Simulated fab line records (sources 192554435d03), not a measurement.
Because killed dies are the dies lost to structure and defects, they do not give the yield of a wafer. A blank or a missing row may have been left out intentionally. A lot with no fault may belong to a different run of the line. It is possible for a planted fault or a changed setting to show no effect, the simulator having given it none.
Chamber matching :: flow n5 finfet :: N5_BEOL_M8_PECVD_70 on pecvd-03 has 3 sister chambers
The step deposits SiO2 from TEOS/O2, target thk 20 nm, time 22.7 s. 6 wafers are shown with their chamber, then 8 later ones without.

== WAFERS WITH THEIR CHAMBER ==
wafer: L082.3
chamber: 0
showerhead plenum p Torr (Torr): 8.86
throttle valve pct (%): 21.6

wafer: L082.6
chamber: 1
showerhead plenum p Torr (Torr): 8.75
throttle valve pct (%): 22.1

wafer: L084.4
chamber: 0
showerhead plenum p Torr (Torr): 8.87
throttle valve pct (%): 21.6

wafer: L084.5
chamber: 1
showerhead plenum p Torr (Torr): 8.77
throttle valve pct (%): 22.2

wafer: L084.6
chamber: 2
showerhead plenum p Torr (Torr): 8.67
throttle valve pct (%): 19.6

wafer: L086.1
chamber: 2
showerhead plenum p Torr (Torr): 8.67
throttle valve pct (%): 19.6

== WAFERS WITHOUT THEIR CHAMBER ==
wafer: L086.2
showerhead plenum p Torr (Torr): 8.84
throttle valve pct (%): 21.8

wafer: L086.6
showerhead plenum p Torr (Torr): 8.78
throttle valve pct (%): 22.0

wafer: L093.3
showerhead plenum p Torr (Torr): 8.69
throttle valve pct (%): 19.6

wafer: L093.4
showerhead plenum p Torr (Torr): 8.67
throttle valve pct (%): 19.6

wafer: L093.6
showerhead plenum p Torr (Torr): 8.79
throttle valve pct (%): 22.0

wafer: L097.2
showerhead plenum p Torr (Torr): 8.86
throttle valve pct (%): 21.3

wafer: L097.3
showerhead plenum p Torr (Torr): 8.69
throttle valve pct (%): 19.6

wafer: L097.6
showerhead plenum p Torr (Torr): 8.84
throttle valve pct (%): 21.6

== WHICH CHAMBER EACH ONE RAN IN ==
wafer: L086.2
from the rows above: 0
in truth: 0

wafer: L086.6
from the rows above: 1
in truth: 1

wafer: L093.3
from the rows above: 2
in truth: 2

wafer: L093.4
from the rows above: 2
in truth: 2

wafer: L093.6
from the rows above: 1
in truth: 1

wafer: L097.2
from the rows above: 0
in truth: 0

wafer: L097.3
from the rows above: 2
in truth: 2

wafer: L097.6
from the rows above: 0
in truth: 0
8 of 8 placed correctly. Number that these rows cannot place: 0. Number placed wrongly: 0.
How it was worked out, from the rows above alone: a wafer's distance from a chamber is the root of the sum, over the readings, of the square of ((its reading less the chamber's mean) divided by the reading's scatter). If the next closest chamber is less than 2 further off than the closest, the wafer can't be placed; otherwise it belongs to the closest. Each chamber's mean is taken over the wafers shown for it. The scatter: the root of (the sum of the squares of (reading less its chamber's mean) over the shown wafers, divided by (wafers less chambers)).
